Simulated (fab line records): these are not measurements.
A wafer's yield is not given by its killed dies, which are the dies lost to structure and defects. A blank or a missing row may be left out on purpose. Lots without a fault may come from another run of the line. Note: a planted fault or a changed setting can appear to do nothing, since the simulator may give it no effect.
Which tool did it? || flow n5_finfet || Sampling: 24 lots, 72 wafers, 6 of 1938 route steps

== WHAT THE GAUGES SHOWED, per wafer ==
N5_BEOL_M3_THK_MEAS_53: measures by xrf.
{"lot": "L074", "measured": "day 7 13:33", "on": "film_metro-02", "M3_THK (nm)": "39.3 40.9 38.9"}
{"lot": "L076", "measured": "day 7 20:44", "on": "film_metro-02", "M3_THK (nm)": "41.3 40.0 43.3"}
{"lot": "L075", "measured": "day 7 22:22", "on": "film_metro-01", "M3_THK (nm)": "42.8 41.6 43.2"}
{"lot": "L077", "measured": "day 8 03:01", "on": "film_metro-02", "M3_THK (nm)": "39.0 41.1 38.8"}
{"lot": "L078", "measured": "day 8 04:52", "on": "film_metro-01", "M3_THK (nm)": "41.4 39.2 39.4"}
{"lot": "L079", "measured": "day 8 15:16", "on": "film_metro-02", "M3_THK (nm)": "39.6 42.2 41.5"}
{"lot": "L080", "measured": "day 9 02:14", "on": "film_metro-01", "M3_THK (nm)": "39.9 40.5 42.3"}
{"lot": "L081", "measured": "day 9 03:13", "on": "film_metro-01", "M3_THK (nm)": "38.0 38.5 38.8"}
{"lot": "L082", "measured": "day 9 13:52", "on": "film_metro-02", "M3_THK (nm)": "39.6 41.2 41.9"}
{"lot": "L083", "measured": "day 9 20:28", "on": "film_metro-02", "M3_THK (nm)": "39.7 39.4 42.1"}
{"lot": "L084", "measured": "day 10 00:25", "on": "film_metro-01", "M3_THK (nm)": "39.6 41.2 41.9"}
{"lot": "L086", "measured": "day 10 10:30", "on": "film_metro-02", "M3_THK (nm)": "41.5 42.2 41.2"}
{"lot": "L085", "measured": "day 10 10:34", "on": "film_metro-01", "M3_THK (nm)": "40.6 38.7 40.1"}
{"lot": "L087", "measured": "day 10 13:47", "on": "film_metro-01", "M3_THK (nm)": "42.2 40.4 41.6"}
{"lot": "L088", "measured": "day 10 16:53", "on": "film_metro-02", "M3_THK (nm)": "41.4 41.9 45.1"}
{"lot": "L089", "measured": "day 11 00:39", "on": "film_metro-02", "M3_THK (nm)": "41.7 43.1 41.9"}
{"lot": "L091", "measured": "day 11 13:52", "on": "film_metro-02", "M3_THK (nm)": "39.7 42.8 41.8"}
{"lot": "L090", "measured": "day 11 22:37", "on": "film_metro-01", "M3_THK (nm)": "39.6 38.9 39.9"}
{"lot": "L092", "measured": "day 12 06:34", "on": "film_metro-01", "M3_THK (nm)": "40.6 38.4 39.5"}
{"lot": "L093", "measured": "day 12 07:20", "on": "film_metro-01", "M3_THK (nm)": "41.9 39.2 41.8"}
{"lot": "L094", "measured": "day 12 10:34", "on": "film_metro-01", "M3_THK (nm)": "41.0 42.4 42.3"}
{"lot": "L095", "measured": "day 12 20:23", "on": "film_metro-02", "M3_THK (nm)": "38.3 41.2 40.9"}
{"lot": "L096", "measured": "day 12 23:07", "on": "film_metro-01", "M3_THK (nm)": "41.8 41.1 43.4"}
{"lot": "L097", "measured": "day 13 07:35", "on": "film_metro-02", "M3_THK (nm)": "39.9 40.4 40.8"}

N5_BEOL_M3_RS_MEAS_58: measures by four-point-probe.
{"lot": "L074", "measured": "day 7 13:49", "on": "film_metro-02", "M3_RS (ohm/sq)": "0.70 0.66 0.70"}
{"lot": "L076", "measured": "day 7 21:04", "on": "film_metro-01", "M3_RS (ohm/sq)": "0.65 0.67 0.61"}
{"lot": "L075", "measured": "day 7 22:37", "on": "film_metro-01", "M3_RS (ohm/sq)": "0.64 0.65 0.62"}
{"lot": "L077", "measured": "day 8 03:16", "on": "film_metro-02", "M3_RS (ohm/sq)": "0.71 0.67 0.71"}
{"lot": "L078", "measured": "day 8 05:07", "on": "film_metro-01", "M3_RS (ohm/sq)": "0.67 0.72 0.71"}
{"lot": "L079", "measured": "day 8 15:32", "on": "film_metro-01", "M3_RS (ohm/sq)": "0.69 0.63 0.65"}
{"lot": "L080", "measured": "day 9 02:29", "on": "film_metro-02", "M3_RS (ohm/sq)": "0.68 0.67 0.64"}
{"lot": "L081", "measured": "day 9 03:28", "on": "film_metro-01", "M3_RS (ohm/sq)": "0.73 0.72 0.71"}
{"lot": "L082", "measured": "day 9 14:09", "on": "film_metro-01", "M3_RS (ohm/sq)": "0.70 0.66 0.65"}
{"lot": "L083", "measured": "day 9 20:44", "on": "film_metro-02", "M3_RS (ohm/sq)": "0.68 0.69 0.63"}
{"lot": "L084", "measured": "day 10 00:41", "on": "film_metro-01", "M3_RS (ohm/sq)": "0.69 0.66 0.64"}
{"lot": "L086", "measured": "day 10 10:49", "on": "film_metro-01", "M3_RS (ohm/sq)": "0.67 0.65 0.67"}
{"lot": "L085", "measured": "day 10 10:57", "on": "film_metro-01", "M3_RS (ohm/sq)": "0.67 0.71 0.68"}
{"lot": "L087", "measured": "day 10 14:13", "on": "film_metro-01", "M3_RS (ohm/sq)": "0.64 0.67 0.65"}
{"lot": "L088", "measured": "day 10 17:08", "on": "film_metro-01", "M3_RS (ohm/sq)": "0.65 0.65 0.58"}
{"lot": "L089", "measured": "day 11 00:55", "on": "film_metro-02", "M3_RS (ohm/sq)": "0.64 0.62 0.64"}
{"lot": "L091", "measured": "day 11 14:07", "on": "film_metro-01", "M3_RS (ohm/sq)": "0.68 0.62 0.64"}
{"lot": "L090", "measured": "day 11 22:52", "on": "film_metro-01", "M3_RS (ohm/sq)": "0.70 0.71 0.68"}
{"lot": "L092", "measured": "day 12 06:50", "on": "film_metro-01", "M3_RS (ohm/sq)": "0.67 0.72 0.69"}
{"lot": "L093", "measured": "day 12 07:35", "on": "film_metro-01", "M3_RS (ohm/sq)": "0.65 0.71 0.66"}
{"lot": "L094", "measured": "day 12 10:49", "on": "film_metro-02", "M3_RS (ohm/sq)": "0.66 0.63 0.63"}
{"lot": "L095", "measured": "day 12 20:51", "on": "film_metro-02", "M3_RS (ohm/sq)": "0.72 0.66 0.66"}
{"lot": "L096", "measured": "day 12 23:23", "on": "film_metro-01", "M3_RS (ohm/sq)": "0.65 0.66 0.62"}
{"lot": "L097", "measured": "day 13 07:50", "on": "film_metro-01", "M3_RS (ohm/sq)": "0.69 0.68 0.67"}

N5_BEOL_M4_INSPECT_59: inspects for defects (darkfield).
{"lot": "L074", "measured": "day 7 23:50", "on": "defect_inspect-01", "raw_defect_count": "67 68 66"}
{"lot": "L076", "measured": "day 8 10:43", "on": "defect_inspect-01", "raw_defect_count": "76 74 111"}
{"lot": "L075", "measured": "day 8 08:27", "on": "defect_inspect-02", "raw_defect_count": "87 69 129"}
{"lot": "L077", "measured": "day 8 18:26", "on": "defect_inspect-01", "raw_defect_count": "55 55 71"}
{"lot": "L078", "measured": "day 8 18:58", "on": "defect_inspect-01", "raw_defect_count": "84 33 64"}
{"lot": "L079", "measured": "day 8 22:35", "on": "defect_inspect-01", "raw_defect_count": "45 78 37"}
{"lot": "L080", "measured": "day 9 15:40", "on": "defect_inspect-02", "raw_defect_count": "83 70 67"}
{"lot": "L081", "measured": "day 9 16:13", "on": "defect_inspect-01", "raw_defect_count": "50 31 55"}
{"lot": "L082", "measured": "day 9 22:37", "on": "defect_inspect-01", "raw_defect_count": "63 62 67"}
{"lot": "L083", "measured": "day 10 08:17", "on": "defect_inspect-01", "raw_defect_count": "58 52 76"}
{"lot": "L084", "measured": "day 10 14:40", "on": "defect_inspect-02", "raw_defect_count": "48 68 57"}
{"lot": "L086", "measured": "day 10 20:38", "on": "defect_inspect-02", "raw_defect_count": "116 68 99"}
{"lot": "L085", "measured": "day 10 20:57", "on": "defect_inspect-02", "raw_defect_count": "50 50 85"}
{"lot": "L087", "measured": "day 11 04:10", "on": "defect_inspect-01", "raw_defect_count": "77 57 58"}
{"lot": "L088", "measured": "day 11 04:28", "on": "defect_inspect-02", "raw_defect_count": "96 83 52"}
{"lot": "L089", "measured": "day 11 13:07", "on": "defect_inspect-02", "raw_defect_count": "73 61 63"}
{"lot": "L091", "measured": "day 12 04:38", "on": "defect_inspect-02", "raw_defect_count": "73 85 48"}
{"lot": "L090", "measured": "day 12 09:44", "on": "defect_inspect-01", "raw_defect_count": "61 101 70"}
{"lot": "L092", "measured": "day 12 13:56", "on": "defect_inspect-02", "raw_defect_count": "45 63 58"}
{"lot": "L093", "measured": "day 12 16:24", "on": "defect_inspect-02", "raw_defect_count": "64 44 93"}
{"lot": "L094", "measured": "day 12 19:56", "on": "defect_inspect-01", "raw_defect_count": "66 56 81"}
{"lot": "L095", "measured": "day 13 15:47", "on": "defect_inspect-01", "raw_defect_count": "53 54 64"}
{"lot": "L096", "measured": "day 13 09:14", "on": "defect_inspect-02", "raw_defect_count": "95 94 58"}
{"lot": "L097", "measured": "day 13 20:14", "on": "defect_inspect-02", "raw_defect_count": "43 67 65"}

== WHAT TOOL EACH LOT RAN ON (gives the tool, then ch and the chambers of the sampled wafers, and finally the start) ==
{"lot": "L074", "N5_BEOL_M3_CO_CAP_55": "cvd_co-02 ch 0,1,2, day 7 13:38", "N5_BEOL_M4_SPUTTER_92": "pvd_sputter-02, day 7 22:17", "N5_BEOL_M4_SPUTTER_96": "pvd_sputter-02, day 7 22:44"}
{"lot": "L076", "N5_BEOL_M3_CO_CAP_55": "cvd_co-02 ch 1,2, day 7 20:52", "N5_BEOL_M4_SPUTTER_92": "pvd_sputter-02, day 8 09:10", "N5_BEOL_M4_SPUTTER_96": "pvd_sputter-02, day 8 09:37"}
{"lot": "L075", "N5_BEOL_M3_CO_CAP_55": "cvd_co-01 ch 0,1, day 7 22:26", "N5_BEOL_M4_SPUTTER_92": "pvd_sputter-03, day 8 06:55", "N5_BEOL_M4_SPUTTER_96": "pvd_sputter-03, day 8 07:22"}
{"lot": "L077", "N5_BEOL_M3_CO_CAP_55": "cvd_co-01 ch 0,1,2, day 8 03:05", "N5_BEOL_M4_SPUTTER_92": "pvd_sputter-03, day 8 16:54", "N5_BEOL_M4_SPUTTER_96": "pvd_sputter-03, day 8 17:20"}
{"lot": "L078", "N5_BEOL_M3_CO_CAP_55": "cvd_co-02 ch 0,1,2, day 8 04:56", "N5_BEOL_M4_SPUTTER_92": "pvd_sputter-02, day 8 17:18", "N5_BEOL_M4_SPUTTER_96": "pvd_sputter-02, day 8 17:44"}
{"lot": "L079", "N5_BEOL_M3_CO_CAP_55": "cvd_co-01 ch 0,1,2, day 8 15:21", "N5_BEOL_M4_SPUTTER_92": "pvd_sputter-01, day 8 21:03", "N5_BEOL_M4_SPUTTER_96": "pvd_sputter-01, day 8 21:29"}
{"lot": "L080", "N5_BEOL_M3_CO_CAP_55": "cvd_co-01 ch 0,2, day 9 02:19", "N5_BEOL_M4_SPUTTER_92": "pvd_sputter-03, day 9 14:04", "N5_BEOL_M4_SPUTTER_96": "pvd_sputter-03, day 9 14:31"}
{"lot": "L081", "N5_BEOL_M3_CO_CAP_55": "cvd_co-02 ch 1,2, day 9 03:17", "N5_BEOL_M4_SPUTTER_92": "pvd_sputter-01, day 9 14:39", "N5_BEOL_M4_SPUTTER_96": "pvd_sputter-01, day 9 15:05"}
{"lot": "L082", "N5_BEOL_M3_CO_CAP_55": "cvd_co-02 ch 0,2, day 9 13:56", "N5_BEOL_M4_SPUTTER_92": "pvd_sputter-02, day 9 21:05", "N5_BEOL_M4_SPUTTER_96": "pvd_sputter-02, day 9 21:31"}
{"lot": "L083", "N5_BEOL_M3_CO_CAP_55": "cvd_co-01 ch 1,2, day 9 20:33", "N5_BEOL_M4_SPUTTER_92": "pvd_sputter-01, day 10 06:40", "N5_BEOL_M4_SPUTTER_96": "pvd_sputter-01, day 10 07:06"}
{"lot": "L084", "N5_BEOL_M3_CO_CAP_55": "cvd_co-01 ch 1,2, day 10 00:30", "N5_BEOL_M4_SPUTTER_92": "pvd_sputter-03, day 10 12:52", "N5_BEOL_M4_SPUTTER_96": "pvd_sputter-03, day 10 13:19"}
{"lot": "L086", "N5_BEOL_M3_CO_CAP_55": "cvd_co-02 ch 0,1, day 10 10:35", "N5_BEOL_M4_SPUTTER_92": "pvd_sputter-03, day 10 19:07", "N5_BEOL_M4_SPUTTER_96": "pvd_sputter-03, day 10 19:34"}
{"lot": "L085", "N5_BEOL_M3_CO_CAP_55": "cvd_co-01 ch 0,2, day 10 10:46", "N5_BEOL_M4_SPUTTER_92": "pvd_sputter-01, day 10 19:26", "N5_BEOL_M4_SPUTTER_96": "pvd_sputter-01, day 10 19:53"}
{"lot": "L087", "N5_BEOL_M3_CO_CAP_55": "cvd_co-02 ch 0,1, day 10 14:01", "N5_BEOL_M4_SPUTTER_92": "pvd_sputter-02, day 11 02:40", "N5_BEOL_M4_SPUTTER_96": "pvd_sputter-02, day 11 03:06"}
{"lot": "L088", "N5_BEOL_M3_CO_CAP_55": "cvd_co-01 ch 0,1,2, day 10 16:58", "N5_BEOL_M4_SPUTTER_92": "pvd_sputter-01, day 11 02:57", "N5_BEOL_M4_SPUTTER_96": "pvd_sputter-01, day 11 03:23"}
{"lot": "L089", "N5_BEOL_M3_CO_CAP_55": "cvd_co-01 ch 0,1,2, day 11 00:43", "N5_BEOL_M4_SPUTTER_92": "pvd_sputter-01, day 11 11:33", "N5_BEOL_M4_SPUTTER_96": "pvd_sputter-01, day 11 11:59"}
{"lot": "L091", "N5_BEOL_M3_CO_CAP_55": "cvd_co-02 ch 0,2, day 11 13:56", "N5_BEOL_M4_SPUTTER_92": "pvd_sputter-03, day 12 03:07", "N5_BEOL_M4_SPUTTER_96": "pvd_sputter-03, day 12 03:34"}
{"lot": "L090", "N5_BEOL_M3_CO_CAP_55": "cvd_co-01 ch 0,1,2, day 11 22:41", "N5_BEOL_M4_SPUTTER_92": "pvd_sputter-01, day 12 08:13", "N5_BEOL_M4_SPUTTER_96": "pvd_sputter-01, day 12 08:40"}
{"lot": "L092", "N5_BEOL_M3_CO_CAP_55": "cvd_co-01 ch 0,1,2, day 12 06:39", "N5_BEOL_M4_SPUTTER_92": "pvd_sputter-01, day 12 12:23", "N5_BEOL_M4_SPUTTER_96": "pvd_sputter-01, day 12 12:49"}
{"lot": "L093", "N5_BEOL_M3_CO_CAP_55": "cvd_co-01 ch 1,2, day 12 07:25", "N5_BEOL_M4_SPUTTER_92": "pvd_sputter-01, day 12 14:50", "N5_BEOL_M4_SPUTTER_96": "pvd_sputter-01, day 12 15:17"}
{"lot": "L094", "N5_BEOL_M3_CO_CAP_55": "cvd_co-01 ch 1,2, day 12 10:38", "N5_BEOL_M4_SPUTTER_92": "pvd_sputter-02, day 12 18:24", "N5_BEOL_M4_SPUTTER_96": "pvd_sputter-02, day 12 18:50"}
{"lot": "L095", "N5_BEOL_M3_CO_CAP_55": "cvd_co-01 ch 0,1,2, day 12 20:40", "N5_BEOL_M4_SPUTTER_92": "pvd_sputter-01, day 13 13:58", "N5_BEOL_M4_SPUTTER_96": "pvd_sputter-01, day 13 14:25"}
{"lot": "L096", "N5_BEOL_M3_CO_CAP_55": "cvd_co-01 ch 0,2, day 12 23:12", "N5_BEOL_M4_SPUTTER_92": "pvd_sputter-02, day 13 07:41", "N5_BEOL_M4_SPUTTER_96": "pvd_sputter-02, day 13 08:08"}
{"lot": "L097", "N5_BEOL_M3_CO_CAP_55": "cvd_co-01 ch 0,1,2, day 13 07:40", "N5_BEOL_M4_SPUTTER_92": "pvd_sputter-01, day 13 18:41", "N5_BEOL_M4_SPUTTER_96": "pvd_sputter-01, day 13 19:08"}
- N5_BEOL_M3_CO_CAP_55: material Co, precursor CCTBA/H2, target thk 2 nm, time 102.1 s.
- N5_BEOL_M4_SPUTTER_92: material Cu, target thk 4.5 nm, time 8.29 s.
- N5_BEOL_M4_SPUTTER_96: material Cu, target thk 4.5 nm, time 8.29 s.

== WHAT THE TOOLS THEMSELVES READ (means of the sampled wafers that have a number; where no wafer has one, the mark that the record gives instead) ==
N5_BEOL_M3_CO_CAP_55.
{"lot": "L074", "tool": "cvd_co-02", "heater_power_outer_w (W)": 118, "heater_power_w (W)": 222}
{"lot": "L076", "tool": "cvd_co-02", "heater_power_outer_w (W)": 113, "heater_power_w (W)": 225}
{"lot": "L075", "tool": "cvd_co-01", "heater_power_outer_w (W)": 124, "heater_power_w (W)": 241}
{"lot": "L077", "tool": "cvd_co-01", "heater_power_outer_w (W)": 126, "heater_power_w (W)": 242}
{"lot": "L078", "tool": "cvd_co-02", "heater_power_outer_w (W)": 116, "heater_power_w (W)": 218}
{"lot": "L079", "tool": "cvd_co-01", "heater_power_outer_w (W)": 125, "heater_power_w (W)": 235}
{"lot": "L080", "tool": "cvd_co-01", "heater_power_outer_w (W)": 122, "heater_power_w (W)": 218}
{"lot": "L081", "tool": "cvd_co-02", "heater_power_outer_w (W)": 112, "heater_power_w (W)": 215}
{"lot": "L082", "tool": "cvd_co-02", "heater_power_outer_w (W)": 123, "heater_power_w (W)": 224}
{"lot": "L083", "tool": "cvd_co-01", "heater_power_outer_w (W)": 128, "heater_power_w (W)": 257}
{"lot": "L084", "tool": "cvd_co-01", "heater_power_outer_w (W)": 124, "heater_power_w (W)": 238}
{"lot": "L086", "tool": "cvd_co-02", "heater_power_outer_w (W)": 119, "heater_power_w (W)": 217}
{"lot": "L085", "tool": "cvd_co-01", "heater_power_outer_w (W)": 123, "heater_power_w (W)": 221}
{"lot": "L087", "tool": "cvd_co-02", "heater_power_outer_w (W)": 114, "heater_power_w (W)": 215}
{"lot": "L088", "tool": "cvd_co-01", "heater_power_outer_w (W)": 125, "heater_power_w (W)": 237}
{"lot": "L089", "tool": "cvd_co-01", "heater_power_outer_w (W)": 126, "heater_power_w (W)": 243}
{"lot": "L091", "tool": "cvd_co-02", "heater_power_outer_w (W)": 123, "heater_power_w (W)": 228}
{"lot": "L090", "tool": "cvd_co-01", "heater_power_outer_w (W)": 126, "heater_power_w (W)": 245}
{"lot": "L092", "tool": "cvd_co-01", "heater_power_outer_w (W)": 125, "heater_power_w (W)": 237}
{"lot": "L093", "tool": "cvd_co-01", "heater_power_outer_w (W)": 128, "heater_power_w (W)": 241}
{"lot": "L094", "tool": "cvd_co-01", "heater_power_outer_w (W)": 129, "heater_power_w (W)": 252}
{"lot": "L095", "tool": "cvd_co-01", "heater_power_outer_w (W)": 125, "heater_power_w (W)": 237}
{"lot": "L096", "tool": "cvd_co-01", "heater_power_outer_w (W)": 125, "heater_power_w (W)": 225}
{"lot": "L097", "tool": "cvd_co-01", "heater_power_outer_w (W)": 126, "heater_power_w (W)": 238}

N5_BEOL_M4_SPUTTER_92.
{"lot": "L074", "tool": "pvd_sputter-02", "throttle_valve_pct (%)": 29.4}
{"lot": "L076", "tool": "pvd_sputter-02", "throttle_valve_pct (%)": 30.4}
{"lot": "L075", "tool": "pvd_sputter-03", "throttle_valve_pct (%)": 29.4}
{"lot": "L077", "tool": "pvd_sputter-03", "throttle_valve_pct (%)": 29.5}
{"lot": "L078", "tool": "pvd_sputter-02", "throttle_valve_pct (%)": 30.4}
{"lot": "L079", "tool": "pvd_sputter-01", "throttle_valve_pct (%)": 30.3}
{"lot": "L080", "tool": "pvd_sputter-03", "throttle_valve_pct (%)": 29.8}
{"lot": "L081", "tool": "pvd_sputter-01", "throttle_valve_pct (%)": 30.5}
{"lot": "L082", "tool": "pvd_sputter-02", "throttle_valve_pct (%)": 31.1}
{"lot": "L083", "tool": "pvd_sputter-01", "throttle_valve_pct (%)": 30.6}
{"lot": "L084", "tool": "pvd_sputter-03", "throttle_valve_pct (%)": 28.3}
{"lot": "L086", "tool": "pvd_sputter-03", "throttle_valve_pct (%)": 28.9}
{"lot": "L085", "tool": "pvd_sputter-01", "throttle_valve_pct (%)": 29.6}
{"lot": "L087", "tool": "pvd_sputter-02", "throttle_valve_pct (%)": 28.9}
{"lot": "L088", "tool": "pvd_sputter-01", "throttle_valve_pct (%)": 30.0}
{"lot": "L089", "tool": "pvd_sputter-01", "throttle_valve_pct (%)": 30.5}
{"lot": "L091", "tool": "pvd_sputter-03", "throttle_valve_pct (%)": 29.8}
{"lot": "L090", "tool": "pvd_sputter-01", "throttle_valve_pct (%)": 30.0}
{"lot": "L092", "tool": "pvd_sputter-01", "throttle_valve_pct (%)": 30.3}
{"lot": "L093", "tool": "pvd_sputter-01", "throttle_valve_pct (%)": 30.3}
{"lot": "L094", "tool": "pvd_sputter-02", "throttle_valve_pct (%)": 29.3}
{"lot": "L095", "tool": "pvd_sputter-01", "throttle_valve_pct (%)": 30.2}
{"lot": "L096", "tool": "pvd_sputter-02", "throttle_valve_pct (%)": 30.4}
{"lot": "L097", "tool": "pvd_sputter-01", "throttle_valve_pct (%)": 30.0}

N5_BEOL_M4_SPUTTER_96.
{"lot": "L074", "tool": "pvd_sputter-02", "throttle_valve_pct (%)": 29.4}
{"lot": "L076", "tool": "pvd_sputter-02", "throttle_valve_pct (%)": 30.3}
{"lot": "L075", "tool": "pvd_sputter-03", "throttle_valve_pct (%)": 29.2}
{"lot": "L077", "tool": "pvd_sputter-03", "throttle_valve_pct (%)": 29.4}
{"lot": "L078", "tool": "pvd_sputter-02", "throttle_valve_pct (%)": 30.3}
{"lot": "L079", "tool": "pvd_sputter-01", "throttle_valve_pct (%)": 30.2}
{"lot": "L080", "tool": "pvd_sputter-03", "throttle_valve_pct (%)": 29.7}
{"lot": "L081", "tool": "pvd_sputter-01", "throttle_valve_pct (%)": 30.3}
{"lot": "L082", "tool": "pvd_sputter-02", "throttle_valve_pct (%)": 31.3}
{"lot": "L083", "tool": "pvd_sputter-01", "throttle_valve_pct (%)": 30.8}
{"lot": "L084", "tool": "pvd_sputter-03", "throttle_valve_pct (%)": 28.6}
{"lot": "L086", "tool": "pvd_sputter-03", "throttle_valve_pct (%)": 29.0}
{"lot": "L085", "tool": "pvd_sputter-01", "throttle_valve_pct (%)": 29.9}
{"lot": "L087", "tool": "pvd_sputter-02", "throttle_valve_pct (%)": 28.8}
{"lot": "L088", "tool": "pvd_sputter-01", "throttle_valve_pct (%)": 30.0}
{"lot": "L089", "tool": "pvd_sputter-01", "throttle_valve_pct (%)": 30.6}
{"lot": "L091", "tool": "pvd_sputter-03", "throttle_valve_pct (%)": 29.8}
{"lot": "L090", "tool": "pvd_sputter-01", "throttle_valve_pct (%)": 29.9}
{"lot": "L092", "tool": "pvd_sputter-01", "throttle_valve_pct (%)": 30.2}
{"lot": "L093", "tool": "pvd_sputter-01", "throttle_valve_pct (%)": 30.5}
{"lot": "L094", "tool": "pvd_sputter-02", "throttle_valve_pct (%)": 29.3}
{"lot": "L095", "tool": "pvd_sputter-01", "throttle_valve_pct (%)": 30.3}
{"lot": "L096", "tool": "pvd_sputter-02", "throttle_valve_pct (%)": 30.4}
{"lot": "L097", "tool": "pvd_sputter-01", "throttle_valve_pct (%)": 30.0}

== THE ANSWER, worked out from the rows above alone ==
Rule: the lots themselves supply what counts as usual. The widest of any qualifying gaps counts: lots, ordered by their means at a reading, are off when they make up no more than a third of the lots, leave a main group of 4 or more, and stand apart from it by 3 or more times the standard deviation of that group's means. Not used: any main group whose means are identical at the precision the tables above print for the reading. A lot without any number at a reading at which 4 lots or more have one is off too. The other lots that the step has rows for count as sound. After the gauges, taken in route order, come the tools' own readings; for these a lot's mean is taken, as printed above. The first step at which some lot is off is used, and at that step the reading that is off furthest; a lot without a number counts as furthest.
None of the lots is off at any reading shown; this tells nothing.

== WHAT THE SIMULATOR PUT IN ==
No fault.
